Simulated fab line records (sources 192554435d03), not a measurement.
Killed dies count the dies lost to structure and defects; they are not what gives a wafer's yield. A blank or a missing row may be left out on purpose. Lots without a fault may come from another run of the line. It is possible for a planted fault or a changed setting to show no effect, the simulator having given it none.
fab line records / flow n5-finfet
record: lots: 5 wafers: 15 last-day: 17
route steps=1938 shown BEOL_M15@1807
lots that met no fault: taken from a fault-free run of the same line
start-h: start of the lot's first displayed wafer, in hours after the record's first day / wait-h: hours since the lot's step before / " repeats the value in the row above / L1.1+2: one row covering several wafers at once / - either no value or no given start / * or withheld: withheld / < > ~ a bound
route shown NAME@n: NAME is a module with steps in the file, n the number in the route of the first one / usual: average and standard deviation across the fault-free wafers / same: alike in all rows / chamber/n: place in a boat / sites: the reading at each site / _std_site: the values' standard deviation / _edge_site: mean of outer sites minus mean of inner sites / radius-mm: for every site, how far away it sits from the centre of the wafer / mask NAME#n: copy n / behind: the most recent tool/chamber to have shaped the wafer / hold: why the lot went on hold/how many hours it stayed there/how the hold came to an end / device: the n, p or np transistor that did not switch / end of line: the tests these same wafers got at the end of their route / a step with no rows: only its recipe / killed: dies that structure and defects cost at the first sort, which is not the same as the wafer's yield / map: the dies of a wafer, with x for killed, . for not killed, _ for no die there
set.NAME: the setting that was run; set.NAME@STEP: the one run at that earlier step / model.NAME: the simulator's own value behind a step, which no gauge read
a table for each step, a row for each wafer; lots at some steps of the route
services: from which hour (start-h, from the record's first day; less than 0 if before it) a tool's chamber was out of use, for how many hours, and why
== steps ==
step: N5_BEOL_M15_DESCUM_33
recipe: chemistry: O2 time-s: 7.9 source-power-w: 50 bias-power-w: 20 pressure-mtorr: 20 rf-frequency-hz: 2.712e+07 temp-c: 40 o2-flow-sccm: 225
usual: drypump-motor-current-A: 5.7/0.51 oes-product-au: 0.81/0.079 rf-vpp-V: 243.7/1.2 showerhead-plenum-p-Torr: 2.13/0.063 throttle-valve-pct: 20.31/0.25
lot.wafer=L779.2 tool=rie-diel-03 chamber=0 start-h=266.68 wait-h=0.2 drypump-motor-current-A=5.3 oes-product-au=0.70 rf-hours-counter-h=203 rf-vpp-V=245.1 showerhead-plenum-p-Torr=2.17 throttle-valve-pct=20.21
lot.wafer=L779.3 tool=rie-diel-03 chamber=3 start-h=266.68 wait-h=0.2 drypump-motor-current-A=5.7 oes-product-au=0.89 rf-hours-counter-h=30 rf-vpp-V=243.8 showerhead-plenum-p-Torr=2.14 throttle-valve-pct=20.34
lot.wafer=L779.6 tool=rie-diel-03 chamber=0 start-h=266.68 wait-h=0.2 drypump-motor-current-A=5.3 oes-product-au=0.70 rf-hours-counter-h=- rf-vpp-V=245.0 showerhead-plenum-p-Torr=2.17 throttle-valve-pct=20.22
lot.wafer=L790.1 tool=rie-diel-06 chamber=1 start-h=314.59 wait-h=0.1 drypump-motor-current-A=5.9 oes-product-au=0.87 rf-hours-counter-h=50 rf-vpp-V=243.7 showerhead-plenum-p-Torr=2.13 throttle-valve-pct=20.20
lot.wafer=L790.5 tool=rie-diel-06 chamber=0 start-h=314.59 wait-h=0.1 drypump-motor-current-A=5.0 oes-product-au=0.80 rf-hours-counter-h=- rf-vpp-V=245.7 showerhead-plenum-p-Torr=2.21 throttle-valve-pct=20.33
lot.wafer=L790.6 tool=rie-diel-06 chamber=1 start-h=314.59 wait-h=0.1 drypump-motor-current-A=5.9 oes-product-au=0.86 rf-hours-counter-h=- rf-vpp-V=244.2 showerhead-plenum-p-Torr=2.13 throttle-valve-pct=20.19
lot.wafer=L794.1 tool=rie-diel-01 chamber=1 start-h=336.23 wait-h=0.0 drypump-motor-current-A=5.0 oes-product-au=0.80 rf-hours-counter-h=85 rf-vpp-V=243.7 showerhead-plenum-p-Torr=2.20 throttle-valve-pct=20.32
lot.wafer=L794.2 tool=rie-diel-01 chamber=0 start-h=336.23 wait-h=0.0 drypump-motor-current-A=6.7 oes-product-au=0.71 rf-hours-counter-h=219 rf-vpp-V=245.5 showerhead-plenum-p-Torr=2.15 throttle-valve-pct=20.38
lot.wafer=L794.6 tool=rie-diel-01 chamber=3 start-h=336.23 wait-h=0.0 drypump-motor-current-A=5.8 oes-product-au=0.78 rf-hours-counter-h=- rf-vpp-V=242.4 showerhead-plenum-p-Torr=2.02 throttle-valve-pct=20.27
lot.wafer=L798.2 tool=rie-diel-01 chamber=0 start-h=363.69 wait-h=0.9 drypump-motor-current-A=6.7 oes-product-au=0.70 rf-hours-counter-h=227 rf-vpp-V=244.1 showerhead-plenum-p-Torr=2.15 throttle-valve-pct=20.36
lot.wafer=L798.3 tool=rie-diel-01 chamber=2 start-h=363.69 wait-h=0.9 drypump-motor-current-A=5.4 oes-product-au=0.89 rf-hours-counter-h=28 rf-vpp-V=242.7 showerhead-plenum-p-Torr=2.14 throttle-valve-pct=20.33
lot.wafer=L798.6 tool=rie-diel-01 chamber=2 start-h=363.69 wait-h=0.9 drypump-motor-current-A=5.4 oes-product-au=0.90 rf-hours-counter-h=- rf-vpp-V=242.9 showerhead-plenum-p-Torr=2.14 throttle-valve-pct=20.33
lot.wafer=L800.1 tool=rie-diel-06 chamber=1 start-h=386.44 wait-h=0.0 drypump-motor-current-A=5.9 oes-product-au=0.84 rf-hours-counter-h=71 rf-vpp-V=242.1 showerhead-plenum-p-Torr=2.12 throttle-valve-pct=20.23
lot.wafer=L800.3 tool=rie-diel-06 chamber=3 start-h=386.44 wait-h=0.0 drypump-motor-current-A=6.2 oes-product-au=0.81 rf-hours-counter-h=90 rf-vpp-V=244.3 showerhead-plenum-p-Torr=2.11 throttle-valve-pct=19.86
lot.wafer=L800.5 tool=rie-diel-06 chamber=1 start-h=386.44 wait-h=0.0 drypump-motor-current-A=5.9 oes-product-au=0.84 rf-hours-counter-h=- rf-vpp-V=243.1 showerhead-plenum-p-Torr=2.12 throttle-valve-pct=20.23
step: N5_BEOL_M15_ETCH_61
recipe: chemistry: N2/H2 target: BARC target-depth-a: 890 overetch-a: 267 time-s: 67.9 ion-energy-ev: 200 pressure-mtorr: 30 source-w: 840 bias-w: 150 n2-flow-sccm: 200 h2-flow-sccm: 200
step: N5_BEOL_M15_TRENCH_ETCH_34
recipe: chemistry: C4F8/O2/Ar target: SiO2 target-depth-a: 8729.3 he-inner-torr: 15 he-outer-torr: 30 time-s: 199 ion-energy-ev: 800 pressure-mtorr: 20 source-w: 1905 bias-w: 2040 Ar_flow_sccm: 400 C4F8_flow_sccm: 16 O2_flow_sccm: 12
step: N5_BEOL_M15_STRIP_36
recipe: chemistry: O2 power-w: 600 temp-c: 60 pressure-mtorr: 30 rf-frequency-hz: 6e+07 bias-power-w: 0 overash-fraction: 0.3 o2-flow-sccm: 225
usual: drypump-motor-current-A: 5.8/0.53 oes-product-au: 0.79/0.078 rf-vpp-V: 3.7/0.95 showerhead-plenum-p-Torr: 2.14/0.062 throttle-valve-pct: 16.59/0.25
lot.wafer=L779.2 tool=rie-diel-01 chamber=1 start-h=268.81 wait-h=1.9 drypump-motor-current-A=5.0 oes-product-au=0.82 rf-hours-counter-h=62 rf-vpp-V=4.3 showerhead-plenum-p-Torr=2.21 throttle-valve-pct=16.53
lot.wafer=L779.3 tool=rie-diel-01 chamber=0 start-h=268.81 wait-h=1.9 drypump-motor-current-A=6.7 oes-product-au=0.73 rf-hours-counter-h=197 rf-vpp-V=1.6 showerhead-plenum-p-Torr=2.16 throttle-valve-pct=16.65
lot.wafer=L779.6 tool=rie-diel-01 chamber=0 start-h=268.81 wait-h=1.9 drypump-motor-current-A=6.7 oes-product-au=0.73 rf-hours-counter-h=- rf-vpp-V=5.7 showerhead-plenum-p-Torr=2.16 throttle-valve-pct=16.61
lot.wafer=L790.1 tool=rie-diel-06 chamber=2 start-h=314.90 wait-h=0.0 drypump-motor-current-A=6.4 oes-product-au=0.68 rf-hours-counter-h=241 rf-vpp-V=4.3 showerhead-plenum-p-Torr=1.98 throttle-valve-pct=17.25
lot.wafer=L790.5 tool=rie-diel-06 chamber=3 start-h=314.90 wait-h=0.0 drypump-motor-current-A=6.2 oes-product-au=0.86 rf-hours-counter-h=- rf-vpp-V=3.3 showerhead-plenum-p-Torr=2.12 throttle-valve-pct=16.10
lot.wafer=L790.6 tool=rie-diel-06 chamber=2 start-h=314.90 wait-h=0.0 drypump-motor-current-A=6.4 oes-product-au=0.68 rf-hours-counter-h=- rf-vpp-V=2.4 showerhead-plenum-p-Torr=1.98 throttle-valve-pct=17.25
lot.wafer=L794.1 tool=rie-diel-06 chamber=2 start-h=337.52 wait-h=1.0 drypump-motor-current-A=6.4 oes-product-au=0.68 rf-hours-counter-h=249 rf-vpp-V=5.8 showerhead-plenum-p-Torr=1.98 throttle-valve-pct=17.30
lot.wafer=L794.2 tool=rie-diel-06 chamber=3 start-h=337.52 wait-h=1.0 drypump-motor-current-A=6.2 oes-product-au=0.84 rf-hours-counter-h=72 rf-vpp-V=4.3 showerhead-plenum-p-Torr=2.12 throttle-valve-pct=16.15
lot.wafer=L794.6 tool=rie-diel-06 chamber=3 start-h=337.52 wait-h=1.0 drypump-motor-current-A=6.2 oes-product-au=0.85 rf-hours-counter-h=- rf-vpp-V=5.2 showerhead-plenum-p-Torr=2.12 throttle-valve-pct=16.11
lot.wafer=L798.2 tool=rie-diel-06 chamber=1 start-h=365.47 wait-h=1.5 drypump-motor-current-A=5.9 oes-product-au=0.85 rf-hours-counter-h=64 rf-vpp-V=3.9 showerhead-plenum-p-Torr=2.12 throttle-valve-pct=16.44
lot.wafer=L798.3 tool=rie-diel-06 chamber=3 start-h=365.47 wait-h=1.5 drypump-motor-current-A=6.2 oes-product-au=0.85 rf-hours-counter-h=83 rf-vpp-V=4.0 showerhead-plenum-p-Torr=2.12 throttle-valve-pct=16.15
lot.wafer=L798.6 tool=rie-diel-06 chamber=3 start-h=365.47 wait-h=1.5 drypump-motor-current-A=6.2 oes-product-au=0.83 rf-hours-counter-h=- rf-vpp-V=2.5 showerhead-plenum-p-Torr=2.12 throttle-valve-pct=16.15
lot.wafer=L800.1 tool=rie-diel-01 chamber=3 start-h=387.41 wait-h=0.7 drypump-motor-current-A=5.7 oes-product-au=0.77 rf-hours-counter-h=126 rf-vpp-V=2.6 showerhead-plenum-p-Torr=2.02 throttle-valve-pct=16.54
lot.wafer=L800.3 tool=rie-diel-01 chamber=2 start-h=387.41 wait-h=0.7 drypump-motor-current-A=5.4 oes-product-au=0.89 rf-hours-counter-h=34 rf-vpp-V=3.8 showerhead-plenum-p-Torr=2.14 throttle-valve-pct=16.51
lot.wafer=L800.5 tool=rie-diel-01 chamber=2 start-h=387.41 wait-h=0.7 drypump-motor-current-A=5.4 oes-product-au=0.89 rf-hours-counter-h=- rf-vpp-V=3.4 showerhead-plenum-p-Torr=2.14 throttle-valve-pct=16.49
step: N5_BEOL_M15_STRIP_62
recipe: chemistry: O2 power-w: 600 temp-c: 60 pressure-mtorr: 30 rf-frequency-hz: 6e+07 bias-power-w: 0 overash-fraction: 0.3 o2-flow-sccm: 225
usual: drypump-motor-current-A: 5.8/0.53 oes-product-au: 0.79/0.079 rf-vpp-V: 3.6/0.48 showerhead-plenum-p-Torr: 2.14/0.063 throttle-valve-pct: 16.59/0.25
lot.wafer=L779.2 tool=rie-diel-01 chamber=1 start-h=- wait-h=- drypump-motor-current-A=5.0 oes-product-au=0.84 rf-hours-counter-h=62 rf-vpp-V=3.7 showerhead-plenum-p-Torr=2.21 throttle-valve-pct=16.54
lot.wafer=L779.3 tool=rie-diel-01 chamber=0 start-h=- wait-h=- drypump-motor-current-A=6.7 oes-product-au=0.74 rf-hours-counter-h=197 rf-vpp-V=3.5 showerhead-plenum-p-Torr=2.16 throttle-valve-pct=16.65
lot.wafer=L779.6 tool=rie-diel-01 chamber=0 start-h=- wait-h=- drypump-motor-current-A=6.7 oes-product-au=0.74 rf-hours-counter-h=- rf-vpp-V=4.6 showerhead-plenum-p-Torr=2.16 throttle-valve-pct=16.63
lot.wafer=L790.1 tool=rie-diel-06 chamber=2 start-h=- wait-h=- drypump-motor-current-A=6.4 oes-product-au=0.69 rf-hours-counter-h=241 rf-vpp-V=2.7 showerhead-plenum-p-Torr=1.98 throttle-valve-pct=17.27
lot.wafer=L790.5 tool=rie-diel-06 chamber=3 start-h=- wait-h=- drypump-motor-current-A=6.2 oes-product-au=0.86 rf-hours-counter-h=- rf-vpp-V=4.1 showerhead-plenum-p-Torr=2.12 throttle-valve-pct=16.10
lot.wafer=L790.6 tool=rie-diel-06 chamber=2 start-h=- wait-h=- drypump-motor-current-A=6.4 oes-product-au=0.69 rf-hours-counter-h=- rf-vpp-V=3.6 showerhead-plenum-p-Torr=1.98 throttle-valve-pct=17.28
lot.wafer=L794.1 tool=rie-diel-06 chamber=2 start-h=- wait-h=- drypump-motor-current-A=6.4 oes-product-au=0.68 rf-hours-counter-h=249 rf-vpp-V=3.0 showerhead-plenum-p-Torr=1.98 throttle-valve-pct=17.29
lot.wafer=L794.2 tool=rie-diel-06 chamber=3 start-h=- wait-h=- drypump-motor-current-A=6.2 oes-product-au=0.85 rf-hours-counter-h=72 rf-vpp-V=2.9 showerhead-plenum-p-Torr=2.12 throttle-valve-pct=16.13
lot.wafer=L794.6 tool=rie-diel-06 chamber=3 start-h=- wait-h=- drypump-motor-current-A=6.2 oes-product-au=0.84 rf-hours-counter-h=- rf-vpp-V=3.7 showerhead-plenum-p-Torr=2.12 throttle-valve-pct=16.12
lot.wafer=L798.2 tool=rie-diel-06 chamber=1 start-h=- wait-h=- drypump-motor-current-A=5.9 oes-product-au=0.84 rf-hours-counter-h=64 rf-vpp-V=3.6 showerhead-plenum-p-Torr=2.13 throttle-valve-pct=16.45
lot.wafer=L798.3 tool=rie-diel-06 chamber=3 start-h=- wait-h=- drypump-motor-current-A=6.2 oes-product-au=0.83 rf-hours-counter-h=83 rf-vpp-V=3.8 showerhead-plenum-p-Torr=2.12 throttle-valve-pct=16.16
lot.wafer=L798.6 tool=rie-diel-06 chamber=3 start-h=- wait-h=- drypump-motor-current-A=6.2 oes-product-au=0.83 rf-hours-counter-h=- rf-vpp-V=3.3 showerhead-plenum-p-Torr=2.11 throttle-valve-pct=16.14
lot.wafer=L800.1 tool=rie-diel-01 chamber=3 start-h=- wait-h=- drypump-motor-current-A=5.7 oes-product-au=0.77 rf-hours-counter-h=126 rf-vpp-V=4.0 showerhead-plenum-p-Torr=2.02 throttle-valve-pct=16.56
lot.wafer=L800.3 tool=rie-diel-01 chamber=2 start-h=- wait-h=- drypump-motor-current-A=5.4 oes-product-au=0.88 rf-hours-counter-h=34 rf-vpp-V=3.3 showerhead-plenum-p-Torr=2.14 throttle-valve-pct=16.53
lot.wafer=L800.5 tool=rie-diel-01 chamber=2 start-h=- wait-h=- drypump-motor-current-A=5.4 oes-product-au=0.89 rf-hours-counter-h=- rf-vpp-V=2.9 showerhead-plenum-p-Torr=2.14 throttle-valve-pct=16.52
step: N5_BEOL_M15_STRIP_37
recipe: chemistry: O2 power-w: 600 temp-c: 60 pressure-mtorr: 30 rf-frequency-hz: 6e+07 bias-power-w: 0 overash-fraction: 0.3 o2-flow-sccm: 225
step: N5_BEOL_M15_ETCH_38
recipe: chemistry: CF4/N2 target: SiCN target-depth-a: 1064 taper-deg: 2 time-s: 120.5 ion-energy-ev: 150 mask-material: SiO2 pressure-mtorr: 40 source-w: 430 bias-w: 70 Ar_flow_sccm: 100 cf4-flow-sccm: 60 n2-flow-sccm: 60
step: N5_BEOL_M15_PRECLEAN_39
recipe: chemistry: residue-remover time-s: 60 temp-c: 40
step: N5_BEOL_M15_SRD_40
recipe: time-s: 30 temp-c: 23 rinse-liquid: diw dry: n2-spin spin-rpm: 1500 dry-time-s: 30
step: N5_BEOL_M15_DEGAS_41
recipe: ambient: vacuum temp-c: 300 time-s: 60
step: N5_BEOL_M15_PRE_CLEAN_42
recipe: gas: H2/He time-s: 30 temp-c: 300
usual: heater-power-w: 507/47
lot.wafer=L779.2 tool=pvd-sputter-02 chamber=- start-h=270.43 wait-h=0.0 heater-power-w=622
lot.wafer=L779.3 tool=pvd-sputter-02 chamber=- start-h=270.43 wait-h=0.0 heater-power-w=492
lot.wafer=L779.6 tool=pvd-sputter-02 chamber=- start-h=270.43 wait-h=0.0 heater-power-w=473
lot.wafer=L790.1 tool=pvd-sputter-02 chamber=- start-h=315.65 wait-h=0.0 heater-power-w=479
lot.wafer=L790.5 tool=pvd-sputter-02 chamber=- start-h=315.65 wait-h=0.0 heater-power-w=484
lot.wafer=L790.6 tool=pvd-sputter-02 chamber=- start-h=315.65 wait-h=0.0 heater-power-w=601
lot.wafer=L794.1 tool=pvd-sputter-03 chamber=- start-h=338.13 wait-h=0.0 heater-power-w=466
lot.wafer=L794.2 tool=pvd-sputter-03 chamber=- start-h=338.13 wait-h=0.0 heater-power-w=492
lot.wafer=L794.6 tool=pvd-sputter-03 chamber=- start-h=338.13 wait-h=0.0 heater-power-w=546
lot.wafer=L798.2 tool=pvd-sputter-01 chamber=- start-h=366.53 wait-h=0.0 heater-power-w=451
lot.wafer=L798.3 tool=pvd-sputter-01 chamber=- start-h=366.53 wait-h=0.0 heater-power-w=515
lot.wafer=L798.6 tool=pvd-sputter-01 chamber=- start-h=366.53 wait-h=0.0 heater-power-w=466
lot.wafer=L800.1 tool=pvd-sputter-03 chamber=- start-h=388.50 wait-h=0.0 heater-power-w=459
lot.wafer=L800.3 tool=pvd-sputter-03 chamber=- start-h=388.50 wait-h=0.0 heater-power-w=559
lot.wafer=L800.5 tool=pvd-sputter-03 chamber=- start-h=388.50 wait-h=0.0 heater-power-w=556
step: N5_BEOL_M15_SPUTTER_43
recipe: material: TaN target-thk-a: 150 temp-c: 50 bias-v: 168.6 power-w: 15000 chamber-pressure-pa: 0.12 time-s: 24.19
usual: throttle-valve-pct: 30.1/1
lot.wafer=L779.2 tool=pvd-sputter-02 chamber=- start-h=270.47 wait-h=0.0 throttle-valve-pct=31.5 model.TaN_of_BEOL_M15_SPUTTER_43.thk-nm=15.4
lot.wafer=L779.3 tool=pvd-sputter-02 chamber=- start-h=270.47 wait-h=0.0 throttle-valve-pct=29.9 model.TaN_of_BEOL_M15_SPUTTER_43.thk-nm=15.4
lot.wafer=L779.6 tool=pvd-sputter-02 chamber=- start-h=270.47 wait-h=0.0 throttle-valve-pct=31.3 model.TaN_of_BEOL_M15_SPUTTER_43.thk-nm=15.2
lot.wafer=L790.1 tool=pvd-sputter-02 chamber=- start-h=315.69 wait-h=0.0 throttle-valve-pct=31.3 model.TaN_of_BEOL_M15_SPUTTER_43.thk-nm=14.8
lot.wafer=L790.5 tool=pvd-sputter-02 chamber=- start-h=315.69 wait-h=0.0 throttle-valve-pct=29.8 model.TaN_of_BEOL_M15_SPUTTER_43.thk-nm=14.4
lot.wafer=L790.6 tool=pvd-sputter-02 chamber=- start-h=315.69 wait-h=0.0 throttle-valve-pct=31.4 model.TaN_of_BEOL_M15_SPUTTER_43.thk-nm=14.6
lot.wafer=L794.1 tool=pvd-sputter-03 chamber=- start-h=338.17 wait-h=0.0 throttle-valve-pct=30.1 model.TaN_of_BEOL_M15_SPUTTER_43.thk-nm=15
lot.wafer=L794.2 tool=pvd-sputter-03 chamber=- start-h=338.17 wait-h=0.0 throttle-valve-pct=29.3 model.TaN_of_BEOL_M15_SPUTTER_43.thk-nm=14.8
lot.wafer=L794.6 tool=pvd-sputter-03 chamber=- start-h=338.17 wait-h=0.0 throttle-valve-pct=28.1 model.TaN_of_BEOL_M15_SPUTTER_43.thk-nm=15
lot.wafer=L798.2 tool=pvd-sputter-01 chamber=- start-h=366.57 wait-h=0.0 throttle-valve-pct=31.1 model.TaN_of_BEOL_M15_SPUTTER_43.thk-nm=15.2
lot.wafer=L798.3 tool=pvd-sputter-01 chamber=- start-h=366.57 wait-h=0.0 throttle-valve-pct=29.9 model.TaN_of_BEOL_M15_SPUTTER_43.thk-nm=15
lot.wafer=L798.6 tool=pvd-sputter-01 chamber=- start-h=366.57 wait-h=0.0 throttle-valve-pct=30.1 model.TaN_of_BEOL_M15_SPUTTER_43.thk-nm=15
lot.wafer=L800.1 tool=pvd-sputter-03 chamber=- start-h=388.54 wait-h=0.0 throttle-valve-pct=30.2 model.TaN_of_BEOL_M15_SPUTTER_43.thk-nm=14.8
lot.wafer=L800.3 tool=pvd-sputter-03 chamber=- start-h=388.54 wait-h=0.0 throttle-valve-pct=27.7 model.TaN_of_BEOL_M15_SPUTTER_43.thk-nm=14.8
lot.wafer=L800.5 tool=pvd-sputter-03 chamber=- start-h=388.54 wait-h=0.0 throttle-valve-pct=28.1 model.TaN_of_BEOL_M15_SPUTTER_43.thk-nm=14.8
step: N5_BEOL_M15_SPUTTER_44
recipe: material: Ta target-thk-a: 150 temp-c: 50 bias-v: 80 power-w: 15000 chamber-pressure-pa: 0.07 time-s: 24.19
usual: throttle-valve-pct: 30.1/1
lot.wafer=L779.2 tool=pvd-sputter-02 chamber=- start-h=270.55 wait-h=0.0 throttle-valve-pct=31.4
lot.wafer=L779.3 tool=pvd-sputter-02 chamber=- start-h=270.55 wait-h=0.0 throttle-valve-pct=29.9
lot.wafer=L779.6 tool=pvd-sputter-02 chamber=- start-h=270.55 wait-h=0.0 throttle-valve-pct=31.4
lot.wafer=L790.1 tool=pvd-sputter-02 chamber=- start-h=315.77 wait-h=0.0 throttle-valve-pct=31.3
lot.wafer=L790.5 tool=pvd-sputter-02 chamber=- start-h=315.77 wait-h=0.0 throttle-valve-pct=30.0
lot.wafer=L790.6 tool=pvd-sputter-02 chamber=- start-h=315.77 wait-h=0.0 throttle-valve-pct=31.7
lot.wafer=L794.1 tool=pvd-sputter-03 chamber=- start-h=338.25 wait-h=0.0 throttle-valve-pct=30.3
lot.wafer=L794.2 tool=pvd-sputter-03 chamber=- start-h=338.25 wait-h=0.0 throttle-valve-pct=29.3
lot.wafer=L794.6 tool=pvd-sputter-03 chamber=- start-h=338.25 wait-h=0.0 throttle-valve-pct=28.1
lot.wafer=L798.2 tool=pvd-sputter-01 chamber=- start-h=366.65 wait-h=0.0 throttle-valve-pct=31.3
lot.wafer=L798.3 tool=pvd-sputter-01 chamber=- start-h=366.65 wait-h=0.0 throttle-valve-pct=29.9
lot.wafer=L798.6 tool=pvd-sputter-01 chamber=- start-h=366.65 wait-h=0.0 throttle-valve-pct=30.2
lot.wafer=L800.1 tool=pvd-sputter-03 chamber=- start-h=388.62 wait-h=0.0 throttle-valve-pct=30.2
lot.wafer=L800.3 tool=pvd-sputter-03 chamber=- start-h=388.62 wait-h=0.0 throttle-valve-pct=27.9
lot.wafer=L800.5 tool=pvd-sputter-03 chamber=- start-h=388.62 wait-h=0.0 throttle-valve-pct=27.7
== services ==
tool=rie-diel-01 chamber=2 start-h=252.57 hours=- kind=clean
tool=rie-diel-01 chamber=2 start-h=252.57 hours=- kind=consumable-replace:focus-ring
tool=rie-diel-01 chamber=2 start-h=252.57 hours=22.7 kind=scheduled-down
tool=rie-diel-01 chamber=2 start-h=252.57 hours=22.7 kind=vent-cycle
tool=rie-diel-03 chamber=1 start-h=262.53 hours=4.8 kind=repair
tool=rie-diel-01 chamber=3 start-h=277.69 hours=5.4 kind=repair
tool=rie-diel-03 chamber=- start-h=328.19 hours=2.8 kind=pm
tool=rie-diel-06 chamber=2 start-h=340.52 hours=- kind=clean
tool=rie-diel-06 chamber=2 start-h=340.52 hours=- kind=consumable-replace:focus-ring
tool=rie-diel-06 chamber=2 start-h=340.52 hours=- kind=consumable-replace:showerhead
tool=rie-diel-06 chamber=2 start-h=340.52 hours=28.2 kind=scheduled-down
tool=rie-diel-06 chamber=2 start-h=340.52 hours=28.2 kind=vent-cycle
tool=rie-diel-06 chamber=1 start-h=349.71 hours=9.9 kind=repair
tool=rie-diel-03 chamber=2 start-h=352.94 hours=- kind=clean
tool=rie-diel-03 chamber=2 start-h=352.94 hours=- kind=consumable-replace:esc
tool=rie-diel-03 chamber=2 start-h=352.94 hours=- kind=consumable-replace:focus-ring
tool=rie-diel-03 chamber=2 start-h=352.94 hours=19.2 kind=scheduled-down
tool=rie-diel-03 chamber=2 start-h=352.94 hours=19.2 kind=vent-cycle
tool=pvd-sputter-01 chamber=- start-h=363.97 hours=1.3 kind=repair
tool=pvd-sputter-02 chamber=- start-h=372.77 hours=2.3 kind=repair
tool=rie-diel-03 chamber=1 start-h=377.17 hours=- kind=clean
tool=rie-diel-03 chamber=1 start-h=377.17 hours=- kind=consumable-replace:focus-ring
tool=rie-diel-03 chamber=1 start-h=377.17 hours=14.3 kind=scheduled-down
tool=rie-diel-06 chamber=2 start-h=379.30 hours=9.1 kind=repair
== key ==
first-sign none at tools or gauges
model-effect: step: N5_BEOL_M15_SPUTTER_43 value: TaN_of_BEOL_M15_SPUTTER_43.thk-nm without: 15 struck: 14.4
met-at N5_BEOL_M15_SPUTTER_43
struck-wafers L790.5
onset-between 270.47 315.69
earlier-fault: kind: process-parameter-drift tool: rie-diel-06 chamber: 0 onset-h: 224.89 steps: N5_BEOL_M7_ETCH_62 channel: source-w offset: 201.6 shape: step acts-in: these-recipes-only stated: 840
fault: kind: process-parameter-drift tool: pvd-sputter-02 chamber: - onset-h: 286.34 steps: N5_BEOL_M15_SPUTTER_43 channel: time-s offset: * shape: step acts-in: * stated: * scope: struck-wafers-only
